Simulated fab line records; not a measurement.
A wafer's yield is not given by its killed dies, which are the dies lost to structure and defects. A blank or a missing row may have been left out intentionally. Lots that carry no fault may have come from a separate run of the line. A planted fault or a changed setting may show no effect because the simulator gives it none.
fab line records -- flow n5-finfet -- part 1 of 2: steps 1 to 4 of 6
record: lots: 22, wafers: 66, last-day: 20
route steps=1938 shown BEOL_M0_SAQP@664 BEOL_M0_CUTY@708 BEOL_M1@769
lots that met no fault: from a run of the same line without faults
start-h: hours from the record's opening day to when the first of the lot's shown wafers began -- wait-h: time in hours since the lot's previous step -- " repeats the value in the row above -- L1.1+2: a row that stands for several wafers -- - either no value or no given start -- * or withheld: withheld -- < > ~ a bound
route shown NAME@n: a module of which the file shows steps, and the number in the route of the first -- usual: average and standard deviation across the fault-free wafers -- same: alike in all rows -- chamber/n: place in a boat -- sites: the reading at each site -- _std_site: how widely they spread, as a standard deviation -- _edge_site: inner sites' mean taken away from outer sites' mean -- radius-mm: for every site, how far away it sits from the centre of the wafer -- mask NAME#n: copy n -- behind: the last tool/chamber to shape the wafer -- hold: reason for holding the lot/hours on hold/outcome of the hold -- device: names the non-switching transistor (n, p or np) -- end of line: at the end of the route, the tests of the same wafers -- where a step has no rows: the recipe by itself -- killed: dies that structure and defects cost at the first sort, which is not the same as the wafer's yield -- map: the dies of a wafer, with x for killed, . for not killed, _ for no die there
set.NAME: the setting as run; set.NAME@STEP: as run at that earlier step -- model.NAME: the simulator's own value behind a step, which no gauge read
the route's steps for a sample of lots (tables are steps, rows are wafers)
services: when a tool's chamber went out of use (start-h, in hours from the record's first day, below 0 if earlier), for how many hours, and the reason
== steps ==
step: N5_BEOL_M0_SAQP_SPACER1_ETCHBACK_99
recipe: chemistry: CHF3/O2, mode: anisotropic-etchback, target: SiO2, target-depth-a: 154, time-s: 7.7, pressure-mtorr: 30, source-w: 650, bias-w: 170, Ar_flow_sccm: 200, CHF3_flow_sccm: 50, O2_flow_sccm: 5, ion-energy-ev: 200
usual: bias-w: 170.0/0.5, drypump-motor-current-A: 5.6/0.5, oes-product-au: 0.76/0.082, rf-vpp-V: 531/6.3, showerhead-plenum-p-Torr: 2.43/0.073, throttle-valve-pct: 18.80/0.16
lot.wafer,tool,chamber,start-h,wait-h,bias-w,drypump-motor-current-A,oes-product-au,rf-hours-counter-h,rf-vpp-V,showerhead-plenum-p-Torr,throttle-valve-pct
L074.2,rie-diel-02,3,112.35,0.3,169.3,6.0,0.75,167,524,2.32,18.95
L074.4,rie-diel-02,1,112.35,0.3,169.9,6.4,0.78,108,529,2.34,19.02
L074.6,rie-diel-02,2,112.35,0.3,169.6,5.6,0.75,-,532,2.48,18.59
L075.2,rie-diel-02,2,118.50,0.3,169.9,5.5,0.75,164,530,2.48,18.60
L075.4,rie-diel-02,3,118.50,0.3,170.0,6.0,0.75,169,525,2.32,18.95
L075.5,rie-diel-02,0,118.50,0.3,169.2,5.0,0.71,-,530,2.48,18.64
L076.3,rie-diel-03,0,123.49,0.3,169.3,5.1,0.74,181,538,2.48,18.84
L076.4,rie-diel-03,1,123.49,0.3,170.7,6.3,0.68,241,524,2.38,18.80
L076.5,rie-diel-03,0,123.49,0.3,169.8,5.1,0.73,-,539,2.48,18.82
L077.1,rie-diel-05,1,127.35,0.3,170.5,5.5,0.91,34,538,2.57,18.66
L077.5,rie-diel-05,0,127.35,0.3,170.2,5.6,0.71,-,518,2.37,19.08
L077.6,rie-diel-05,3,127.35,0.3,170.2,5.0,0.70,-,538,2.48,18.89
L078.1,rie-diel-02,2,133.29,0.3,169.2,5.6,0.74,169,530,2.48,18.62
L078.4,rie-diel-02,0,133.29,0.3,170.7,5.1,0.70,220,532,2.48,18.65
L078.5,rie-diel-02,2,133.29,0.3,169.8,5.6,0.73,-,528,2.48,18.59
L079.1,rie-diel-02,2,139.16,0.3,170.1,5.5,0.73,171,531,2.48,18.61
L079.2,rie-diel-02,1,139.16,0.3,170.4,6.4,0.78,115,529,2.34,19.02
L079.3,rie-diel-02,0,139.16,0.3,170.1,5.0,0.70,221,531,2.48,18.65
L081.2,rie-diel-03,3,150.56,0.3,170.0,5.2,0.86,44,540,2.47,18.73
L081.3,rie-diel-03,1,150.56,0.3,171.2,6.3,0.68,248,524,2.38,18.81
L081.4,rie-diel-03,2,150.56,0.3,169.9,5.6,0.68,225,534,2.46,18.78
L082.3,rie-diel-02,2,163.84,0.3,169.9,5.6,0.73,179,530,2.48,18.61
L082.5,rie-diel-02,3,163.84,0.3,169.7,6.0,0.73,-,524,2.32,18.98
L082.6,rie-diel-02,0,163.84,0.3,169.5,5.0,0.69,-,531,2.47,18.66
L083.1,rie-diel-02,0,164.38,0.5,169.7,5.0,0.70,230,531,2.47,18.66
L083.3,rie-diel-02,2,164.38,0.5,169.7,5.6,0.73,179,530,2.48,18.62
L083.5,rie-diel-02,1,164.38,0.5,170.7,6.4,0.79,-,528,2.34,19.04
L084.3,rie-diel-02,1,175.72,0.3,169.0,6.4,0.77,124,528,2.33,19.06
L084.5,rie-diel-02,2,175.72,0.3,171.1,5.6,0.72,-,530,2.47,18.63
L084.6,rie-diel-02,1,175.72,0.3,169.1,6.4,0.76,-,529,2.33,19.04
L085.3,rie-diel-03,2,181.00,0.3,169.4,5.6,0.67,237,532,2.46,18.78
L085.4,rie-diel-03,2,181.00,0.3,170.2,5.6,0.68,-,532,2.46,18.78
L085.6,rie-diel-03,0,181.00,0.3,169.7,5.1,0.72,-,538,2.47,18.86
L087.1,rie-diel-05,2,195.42,0.3,169.6,5.6,0.66,250,534,2.28,18.99
L087.2,rie-diel-05,3,195.42,0.3,169.5,5.0,0.70,223,538,2.48,18.89
L087.5,rie-diel-05,1,195.42,0.3,170.3,5.4,0.88,-,539,2.56,18.70
L088.1,rie-diel-02,2,200.44,0.3,169.4,5.6,0.73,190,529,2.47,18.63
L088.3,rie-diel-02,1,200.44,0.3,169.8,6.4,0.76,131,529,2.33,19.06
L088.6,rie-diel-02,1,200.44,0.3,170.8,6.4,0.76,-,529,2.33,19.05
L089.2,rie-diel-02,1,204.45,0.3,169.8,6.4,0.76,132,527,2.33,19.05
L089.3,rie-diel-02,0,204.45,0.3,170.2,5.0,0.68,241,531,2.47,18.66
L089.5,rie-diel-02,3,204.45,0.3,170.5,6.0,0.72,-,523,2.31,18.98
L090.4,rie-diel-02,3,207.13,0.3,170.1,6.0,0.72,196,521,2.31,18.99
L090.5,rie-diel-02,1,207.13,0.3,170.5,6.4,0.76,-,528,2.33,19.06
L090.6,rie-diel-02,2,207.13,0.3,169.7,5.6,0.72,-,529,2.47,18.65
L091.2,rie-diel-03,2,215.60,0.3,169.7,5.6,0.67,247,532,2.46,18.79
L091.4,rie-diel-03,1,215.60,0.3,170.2,6.3,0.95,7,521,2.37,18.41
L091.6,rie-diel-03,3,215.60,0.3,170.0,5.2,0.83,-,541,2.46,18.79
L092.3,rie-diel-05,0,217.93,0.3,170.3,5.6,0.97,4,518,2.36,18.72
L092.4,rie-diel-05,3,217.93,0.3,170.5,5.0,0.70,-,538,2.47,18.91
L092.5,rie-diel-05,0,217.93,0.3,170.1,5.5,0.98,-,518,2.36,18.73
L093.1,rie-diel-05,0,225.33,0.3,169.6,5.6,0.97,7,517,2.36,18.73
L093.2,rie-diel-05,3,225.33,0.3,170.0,4.9,0.69,235,539,2.47,18.92
L093.6,rie-diel-05,3,225.33,0.3,170.5,5.0,0.69,-,539,2.47,18.92
L094.1,rie-diel-03,0,228.52,0.3,169.3,5.1,0.71,213,538,2.47,18.90
L094.2,rie-diel-03,1,228.52,0.3,170.1,6.3,0.94,10,524,2.37,18.45
L094.6,rie-diel-03,1,228.52,0.3,169.8,6.3,0.93,-,523,2.37,18.42
L095.2,rie-diel-03,1,233.23,0.3,170.0,6.3,0.93,12,522,2.37,18.41
L095.3,rie-diel-03,0,233.23,0.3,170.8,5.1,0.72,215,538,2.47,18.89
L095.6,rie-diel-03,0,233.23,0.3,170.3,5.1,0.72,-,538,2.47,18.90
L096.1,rie-diel-03,1,238.95,0.3,170.7,6.4,0.93,14,524,2.37,18.43
L096.2,rie-diel-03,3,238.95,0.3,169.9,5.2,0.81,75,538,2.45,18.78
L096.4,rie-diel-03,1,238.95,0.3,171.1,6.4,0.93,-,523,2.37,18.43
L097.1,rie-diel-05,1,251.45,0.3,170.4,5.4,0.85,78,536,2.55,18.74
L097.2,rie-diel-05,2,251.45,0.3,169.5,5.6,0.98,5,532,2.57,18.65
L097.4,rie-diel-05,3,251.45,0.3,169.9,5.0,0.68,246,537,2.47,18.92
step: N5_BEOL_M0_SAQP_RECESS_109
recipe: chemistry: HF/NH3, target: SiO2, target-depth-a: 30, afs-cycles: 1, temp-c: 30, sublimation-temp-c: 180, sublimation-time-s: 60
usual: drypump-motor-current-A: 5.4/0.34, foreline-p-Torr: 0.1279/0.00046
same: afs-cycles: 1
lot.wafer,tool,chamber,start-h,wait-h,drypump-motor-current-A,foreline-p-Torr
L074.2,vapor-etch-02,0,113.62,0.2,5.8,0.1289
L074.4,vapor-etch-02,1,113.62,0.2,5.4,0.1289
L074.6,vapor-etch-02,1,113.62,0.2,5.4,0.1282
L075.2,vapor-etch-01,0,119.67,0.1,4.8,0.1278
L075.4,vapor-etch-01,1,119.67,0.1,5.4,0.1278
L075.5,vapor-etch-01,1,119.67,0.1,5.4,0.1279
L076.3,vapor-etch-01,1,124.61,0.1,5.4,0.1279
L076.4,vapor-etch-01,0,124.61,0.1,4.8,0.1281
L076.5,vapor-etch-01,1,124.61,0.1,5.4,0.1278
L077.1,vapor-etch-01,0,128.41,0.0,4.8,0.1282
L077.5,vapor-etch-01,1,128.41,0.0,5.4,0.1282
L077.6,vapor-etch-01,0,128.41,0.0,4.8,0.1279
L078.1,vapor-etch-01,1,134.39,0.0,5.4,0.1271
L078.4,vapor-etch-01,0,134.39,0.0,4.8,0.1283
L078.5,vapor-etch-01,0,134.39,0.0,4.8,0.1285
L079.1,vapor-etch-02,1,140.23,0.0,5.4,0.1281
L079.2,vapor-etch-02,0,140.23,0.0,5.7,0.1277
L079.3,vapor-etch-02,0,140.23,0.0,5.7,0.1269
L081.2,vapor-etch-02,1,151.92,0.0,5.4,0.1284
L081.3,vapor-etch-02,0,151.92,0.0,5.8,0.1285
L081.4,vapor-etch-02,1,151.92,0.0,5.4,0.1279
L082.3,vapor-etch-02,0,165.24,0.2,5.7,0.1287
L082.5,vapor-etch-02,0,165.24,0.2,5.7,0.1280
L082.6,vapor-etch-02,1,165.24,0.2,5.4,0.1275
L083.1,vapor-etch-02,0,165.55,0.0,5.8,0.1283
L083.3,vapor-etch-02,0,165.55,0.0,5.8,0.1283
L083.5,vapor-etch-02,1,165.55,0.0,5.4,0.1283
L084.3,vapor-etch-01,0,176.83,0.1,4.8,0.1281
L084.5,vapor-etch-01,1,176.83,0.1,5.4,0.1278
L084.6,vapor-etch-01,0,176.83,0.1,4.7,0.1275
L085.3,vapor-etch-02,1,182.11,0.1,5.4,0.1275
L085.4,vapor-etch-02,0,182.11,0.1,5.8,0.1272
L085.6,vapor-etch-02,1,182.11,0.1,5.4,0.1284
L087.1,vapor-etch-02,0,196.48,0.0,5.7,0.1276
L087.2,vapor-etch-02,1,196.48,0.0,5.4,0.1273
L087.5,vapor-etch-02,1,196.48,0.0,5.4,0.1273
L088.1,vapor-etch-02,0,201.50,0.0,5.7,0.1275
L088.3,vapor-etch-02,1,201.50,0.0,5.4,0.1270
L088.6,vapor-etch-02,1,201.50,0.0,5.4,0.1275
L089.2,vapor-etch-02,1,206.15,0.7,5.4,0.1273
L089.3,vapor-etch-02,1,206.15,0.7,5.4,0.1275
L089.5,vapor-etch-02,0,206.15,0.7,5.7,0.1286
L090.4,vapor-etch-02,0,208.23,0.1,5.7,0.1274
L090.5,vapor-etch-02,1,208.23,0.1,5.4,0.1276
L090.6,vapor-etch-02,0,208.23,0.1,5.7,0.1278
L091.2,vapor-etch-01,0,216.79,0.0,4.7,0.1280
L091.4,vapor-etch-01,1,216.79,0.0,5.4,0.1284
L091.6,vapor-etch-01,0,216.79,0.0,4.8,0.1282
L092.3,vapor-etch-02,0,219.04,0.1,5.7,0.1289
L092.4,vapor-etch-02,1,219.04,0.1,5.4,0.1280
L092.5,vapor-etch-02,1,219.04,0.1,5.4,0.1273
L093.1,vapor-etch-02,1,226.39,0.0,5.4,0.1287
L093.2,vapor-etch-02,0,226.39,0.0,5.8,0.1280
L093.6,vapor-etch-02,1,226.39,0.0,5.4,0.1277
L094.1,vapor-etch-02,1,229.92,0.0,5.4,0.1277
L094.2,vapor-etch-02,0,229.92,0.0,5.7,0.1279
L094.6,vapor-etch-02,0,229.92,0.0,5.7,0.1284
L095.2,vapor-etch-01,1,234.48,0.1,5.4,0.1284
L095.3,vapor-etch-01,1,234.48,0.1,5.4,0.1280
L095.6,vapor-etch-01,1,234.48,0.1,5.4,0.1287
L096.1,vapor-etch-01,0,240.09,0.0,4.8,0.1280
L096.2,vapor-etch-01,1,240.09,0.0,5.4,0.1277
L096.4,vapor-etch-01,0,240.09,0.0,4.8,0.1279
L097.1,vapor-etch-01,1,253.12,0.0,5.4,0.1288
L097.2,vapor-etch-01,0,253.12,0.0,4.7,0.1281
L097.4,vapor-etch-01,0,253.12,0.0,4.8,0.1279
step: N5_BEOL_M0_SAQP_ETCH_88
recipe: chemistry: N2/H2, target: underlayer, target-depth-a: 65, time-s: 5.2, ion-energy-ev: 200, mask-material: CAR-EUV, pressure-mtorr: 30, source-w: 840, bias-w: 150, n2-flow-sccm: 200, h2-flow-sccm: 200, ends: cleared
usual: bias-w: 150.0/0.44, drypump-motor-current-A: 5.6/0.47, etch-rf-on-time-s: 5.20/0.14, oes-product-au: 0.65/0.078, rf-vpp-V: 524.5/2.9, showerhead-plenum-p-Torr: 2.56/0.095, throttle-valve-pct: 17.69/0.15
lot.wafer,tool,chamber,start-h,wait-h,bias-w,drypump-motor-current-A,etch-rf-on-time-s,oes-product-au,rf-hours-counter-h,rf-vpp-V,showerhead-plenum-p-Torr,throttle-valve-pct
L074.2,rie-diel-02,3,115.10,0.0,149.1,6.0,5.31,0.63,167,522.6,2.41,17.62
L074.4,rie-diel-02,2,115.10,0.0,149.6,5.6,5.30,0.64,162,526.7,2.64,17.73
L074.6,rie-diel-02,3,115.10,0.0,149.8,6.0,5.34,0.63,-,520.4,2.41,17.63
L075.2,rie-diel-02,3,121.08,0.0,150.3,6.0,5.33,0.64,169,521.2,2.41,17.64
L075.4,rie-diel-02,1,121.08,0.0,150.5,6.4,5.35,0.66,110,522.3,2.44,17.81
L075.5,rie-diel-02,0,121.08,0.0,150.0,5.0,5.28,0.60,-,525.8,2.62,17.61
L076.3,rie-diel-02,2,126.24,0.0,150.0,5.6,5.37,0.63,166,524.4,2.64,17.73
L076.4,rie-diel-02,2,126.24,0.0,150.2,5.6,5.37,0.64,-,525.0,2.64,17.72
L076.5,rie-diel-02,0,126.24,0.0,150.6,5.0,5.23,0.60,-,526.0,2.62,17.67
L077.1,rie-diel-05,0,129.95,0.0,149.7,5.6,5.21,0.61,236,521.5,2.51,18.02
L077.5,rie-diel-05,1,129.95,0.0,150.1,5.5,5.03,0.77,-,528.9,2.70,17.42
L077.6,rie-diel-05,2,129.95,0.0,149.5,5.6,5.16,0.57,-,521.0,2.39,17.80
L078.1,rie-diel-05,1,135.86,0.0,150.0,5.5,5.00,0.77,37,526.7,2.69,17.43
L078.4,rie-diel-05,3,135.86,0.0,149.9,4.9,5.28,0.59,209,527.1,2.60,17.63
L078.5,rie-diel-05,3,135.86,0.0,149.9,4.9,5.26,0.60,-,527.6,2.60,17.65
L079.1,rie-diel-03,0,141.68,0.0,150.2,5.1,5.04,0.62,185,525.4,2.62,17.72
L079.2,rie-diel-03,1,141.68,0.0,150.7,6.4,5.11,0.60,246,522.7,2.49,17.67
L079.3,rie-diel-03,3,141.68,0.0,149.9,5.2,5.07,0.73,41,527.1,2.59,17.67
L081.2,rie-diel-03,0,153.99,0.0,149.9,5.1,5.00,0.62,190,525.9,2.62,17.74
L081.3,rie-diel-03,2,153.99,0.0,150.0,5.6,5.39,0.58,226,527.8,2.62,17.82
L081.4,rie-diel-03,3,153.99,0.0,149.7,5.2,5.08,0.73,46,524.8,2.59,17.69
L082.3,rie-diel-03,3,167.05,0.0,149.9,5.2,5.14,0.71,51,524.7,2.59,17.68
L082.5,rie-diel-03,3,167.05,0.0,149.4,5.2,5.11,0.72,-,522.5,2.59,17.71
L082.6,rie-diel-03,0,167.05,0.0,150.3,5.1,5.01,0.63,-,527.1,2.62,17.73
L083.1,rie-diel-02,2,167.61,0.0,150.0,5.6,5.45,0.62,180,525.5,2.64,17.76
L083.3,rie-diel-02,0,167.61,0.0,150.4,5.0,5.23,0.59,231,526.4,2.61,17.67
L083.5,rie-diel-02,1,167.61,0.0,150.5,6.5,5.27,0.65,-,521.7,2.44,17.80
L084.3,rie-diel-05,1,179.96,0.0,150.3,5.5,4.98,0.75,48,528.7,2.69,17.45
L084.5,rie-diel-05,2,179.96,0.0,149.3,5.6,5.13,0.58,-,519.3,2.39,17.85
L084.6,rie-diel-05,1,179.96,0.0,150.4,5.5,4.95,0.76,-,530.6,2.69,17.44
L085.3,rie-diel-03,0,184.19,0.0,150.4,5.1,4.98,0.62,202,526.9,2.62,17.76
L085.4,rie-diel-03,0,184.19,0.0,150.6,5.1,5.02,0.63,-,525.3,2.61,17.76
L085.6,rie-diel-03,2,184.19,0.0,149.8,5.6,5.40,0.57,-,526.1,2.61,17.83
L087.1,rie-diel-02,1,198.10,0.0,150.0,6.4,5.35,0.64,130,523.0,2.43,17.85
L087.2,rie-diel-02,3,198.10,0.0,149.8,6.0,5.33,0.62,193,520.4,2.40,17.66
L087.5,rie-diel-02,2,198.10,0.0,150.0,5.6,5.43,0.61,-,527.1,2.63,17.76
L088.1,rie-diel-03,3,203.21,0.0,150.3,5.2,5.10,0.71,64,523.7,2.58,17.70
L088.3,rie-diel-03,2,203.21,0.0,150.2,5.7,5.35,0.56,245,524.0,2.61,17.82
L088.6,rie-diel-03,1,203.21,0.0,150.1,6.4,4.96,0.83,-,523.2,2.49,17.27
L089.2,rie-diel-05,2,207.66,0.0,150.6,5.6,5.19,0.56,255,519.2,2.38,17.88
L089.3,rie-diel-05,3,207.66,0.0,150.0,5.0,5.21,0.59,228,524.8,2.59,17.68
L089.5,rie-diel-05,3,207.66,0.0,150.4,5.0,5.27,0.59,-,524.7,2.59,17.63
L090.4,rie-diel-05,1,209.68,0.0,149.9,5.4,5.06,0.73,-,527.9,2.68,17.44
L090.5,rie-diel-05,0,209.68,0.0,150.6,5.6,5.13,0.86,-,521.6,2.50,17.64
L090.6,rie-diel-05,3,209.68,0.0,149.9,5.0,5.27,0.58,-,526.6,2.59,17.66
L091.2,rie-diel-02,1,218.27,0.0,150.4,6.4,5.22,0.66,137,521.3,2.43,17.83
L091.4,rie-diel-02,2,218.27,0.0,149.3,5.6,5.40,0.62,196,525.8,2.63,17.77
L091.6,rie-diel-02,3,218.27,0.0,151.0,6.0,5.33,0.62,-,521.2,2.40,17.66
L092.3,rie-diel-03,1,220.36,0.0,150.4,6.3,5.05,0.81,8,520.8,2.48,17.28
L092.4,rie-diel-03,0,220.36,0.0,149.7,5.1,5.00,0.62,211,526.9,2.61,17.77
L092.5,rie-diel-03,3,220.36,0.0,150.7,5.2,5.09,0.71,-,524.7,2.58,17.70
L093.1,rie-diel-02,3,227.92,0.0,150.1,6.0,5.35,0.62,202,518.5,2.40,17.69
L093.2,rie-diel-02,0,227.92,0.0,149.7,5.0,5.27,0.58,248,527.1,2.61,17.71
L093.6,rie-diel-02,2,227.92,0.0,149.6,5.5,5.37,0.61,-,526.6,2.63,17.77
L094.1,rie-diel-05,3,231.52,0.0,149.7,5.0,5.29,0.58,237,526.9,2.58,17.68
L094.2,rie-diel-05,0,231.52,0.0,149.5,5.6,5.13,0.81,9,522.7,2.50,17.66
L094.6,rie-diel-05,1,231.52,0.0,149.1,5.4,5.00,0.74,-,528.6,2.68,17.49
L095.2,rie-diel-03,0,235.87,0.0,149.5,5.1,5.03,0.61,216,526.2,2.61,17.78
L095.3,rie-diel-03,1,235.87,0.0,149.9,6.4,5.01,0.79,13,523.5,2.48,17.30
L095.6,rie-diel-03,1,235.87,0.0,150.5,6.4,5.02,0.80,-,520.4,2.48,17.27
L096.1,rie-diel-05,1,241.54,0.0,150.3,5.4,5.05,0.72,73,529.1,2.68,17.50
L096.2,rie-diel-05,2,241.54,0.0,149.8,5.6,4.99,0.86,0,528.6,2.70,17.51
L096.4,rie-diel-05,0,241.54,0.0,149.8,5.6,5.17,0.80,13,522.2,2.50,17.67
L097.1,rie-diel-03,2,255.73,0.0,150.1,5.7,5.28,0.83,0,525.9,2.61,17.48
L097.2,rie-diel-03,1,255.73,0.0,150.0,6.3,5.01,0.79,15,523.1,2.48,17.28
L097.4,rie-diel-03,3,255.73,0.0,149.9,5.2,5.16,0.70,76,525.8,2.58,17.71
step: N5_BEOL_M0_CUTY_CD_MEAS_57
recipe: target-cd-nm: 200, landing-energy-ev: 500, detector: se-inlens, polarity: line
usual: cd-nm: 199.4/0.95
lot.wafer,tool,chamber,start-h,wait-h,cd-nm
L074.2,cd-sem-01,0,116.24,-,199.6
L074.4,cd-sem-01,0,116.24,-,199.3
L074.6,cd-sem-01,0,116.24,-,198.3
L075.2,cd-sem-03,0,122.34,-,199.8
L075.4,cd-sem-03,0,122.34,-,198.9
L075.5,cd-sem-03,0,122.34,-,199.7
L076.3,cd-sem-01,0,127.51,-,199.2
L076.4,cd-sem-01,0,127.51,-,200.1
L076.5,cd-sem-01,0,127.51,-,198.1
L077.1,cd-sem-03,0,131.22,-,199.2
L077.5,cd-sem-03,0,131.22,-,201.0
L077.6,cd-sem-03,0,131.22,-,199.5
L078.1,cd-sem-02,0,137.13,-,199.1
L078.4,cd-sem-02,0,137.13,-,198.4
L078.5,cd-sem-02,0,137.13,-,199.4
L079.1,cd-sem-02,0,143.00,-,198.4
L079.2,cd-sem-02,0,143.00,-,200.0
L079.3,cd-sem-02,0,143.00,-,198.2
L081.2,cd-sem-03,0,155.31,-,197.7
L081.3,cd-sem-03,0,155.31,-,199.3
L081.4,cd-sem-03,0,155.31,-,199.8
L082.3,cd-sem-01,0,168.21,-,199.6
L082.5,cd-sem-01,0,168.21,-,199.8
L082.6,cd-sem-01,0,168.21,-,200.2
L083.1,cd-sem-03,0,168.91,-,200.2
L083.3,cd-sem-03,0,168.91,-,199.6
L083.5,cd-sem-03,0,168.91,-,200.0
L084.3,cd-sem-03,0,181.45,-,201.0
L084.5,cd-sem-03,0,181.45,-,199.6
L084.6,cd-sem-03,0,181.45,-,198.6
L085.3,cd-sem-01,0,185.49,-,200.5
L085.4,cd-sem-01,0,185.49,-,200.0
L085.6,cd-sem-01,0,185.49,-,200.2
L087.1,cd-sem-01,0,199.37,-,199.4
L087.2,cd-sem-01,0,199.37,-,199.4
L087.5,cd-sem-01,0,199.37,-,199.4
L088.1,cd-sem-02,0,204.36,-,198.7
L088.3,cd-sem-02,0,204.36,-,198.9
L088.6,cd-sem-02,0,204.36,-,198.9
L089.2,cd-sem-01,0,208.93,-,198.8
L089.3,cd-sem-01,0,208.93,-,198.9
L089.5,cd-sem-01,0,208.93,-,199.4
L090.4,cd-sem-03,0,210.82,-,201.4
L090.5,cd-sem-03,0,210.82,-,201.6
L090.6,cd-sem-03,0,210.82,-,201.7
L091.2,cd-sem-01,0,219.41,-,200.2
L091.4,cd-sem-01,0,219.41,-,199.6
L091.6,cd-sem-01,0,219.41,-,200.0
L092.3,cd-sem-02,0,221.64,-,200.0
L092.4,cd-sem-02,0,221.64,-,198.3
L092.5,cd-sem-02,0,221.64,-,198.6
L093.1,cd-sem-01,0,229.43,-,199.0
L093.2,cd-sem-01,0,229.43,-,199.3
L093.6,cd-sem-01,0,229.43,-,199.9
L094.1,cd-sem-03,0,233.32,-,200.5
L094.2,cd-sem-03,0,233.32,-,200.8
L094.6,cd-sem-03,0,233.32,-,199.9
L095.2,cd-sem-02,0,237.18,-,196.3
L095.3,cd-sem-02,0,237.18,-,197.9
L095.6,cd-sem-02,0,237.18,-,197.3
L096.1,cd-sem-02,0,242.93,-,200.3
L096.2,cd-sem-02,0,242.93,-,199.5
L096.4,cd-sem-02,0,242.93,-,200.0
L097.1,cd-sem-02,0,257.01,-,198.5
L097.2,cd-sem-02,0,257.01,-,199.0
L097.4,cd-sem-02,0,257.01,-,198.0
